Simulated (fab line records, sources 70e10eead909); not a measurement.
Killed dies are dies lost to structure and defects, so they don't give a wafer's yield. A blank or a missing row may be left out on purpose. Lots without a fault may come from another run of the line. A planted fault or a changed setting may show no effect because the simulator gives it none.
Chamber matching | flow nand_harc | NHARC_P_GATE_STRIP_101 on rie_diel-03: 4 sister chambers
The step strips in O2, time 20 s. 8 wafers are shown with their chamber, then 7 later ones without.

WAFERS WITH THEIR CHAMBER
wafer  | chamber | drypump_motor_current_A (A) | oes_product_au (a.u.)
L828.1 | 1       | 5.7                         | 0.994
L830.1 | 1       | 5.7                         | 0.998
L830.4 | 0       | 6.4                         | 0.997
L830.5 | 0       | 6.5                         | 0.993
L829.5 | 2       | 5.6                         | 0.984
L829.6 | 3       | 5.8                         | 0.985
L833.2 | 2       | 5.6                         | 0.991
L833.3 | 3       | 5.8                         | 0.989

WAFERS WITHOUT THEIR CHAMBER
wafer  | drypump_motor_current_A (A) | oes_product_au (a.u.)
L833.4 | 6.4                         | 1.004
L843.4 | 5.7                         | 0.990
L843.5 | 6.5                         | 1.021
L843.6 | 5.7                         | 0.987
L844.2 | 6.4                         | 1.005
L844.5 | 5.7                         | 0.987
L844.6 | 6.5                         | 1.004

WHICH CHAMBER EACH WENT THROUGH
wafer  | from the rows above          | in truth
L833.4 | 0                            | 0
L843.4 | can't be placed: 1 or 2 or 3 | 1
L843.5 | 0                            | 0
L843.6 | can't be placed: 1 or 3 or 2 | 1
L844.2 | 0                            | 0
L844.5 | can't be placed: 1 or 3 or 2 | 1
L844.6 | 0                            | 0
Placed correctly: 4 of 7. Can't be placed from these rows: 3 (the true chamber is among the candidates in 3). Placed wrongly: 0.
How it was worked out, from the rows above alone: a wafer's distance from a chamber is the root of the sum, over the readings, of the square of ((its reading less the chamber's mean) divided by the reading's scatter). The wafer belongs to the nearest chamber; if the next one is less than 2 further off, it can't be placed. A chamber's mean is the mean of its shown wafers. The scatter: the root of (the sum of the squares of (reading less its chamber's mean) over the shown wafers, divided by (wafers less chambers)).
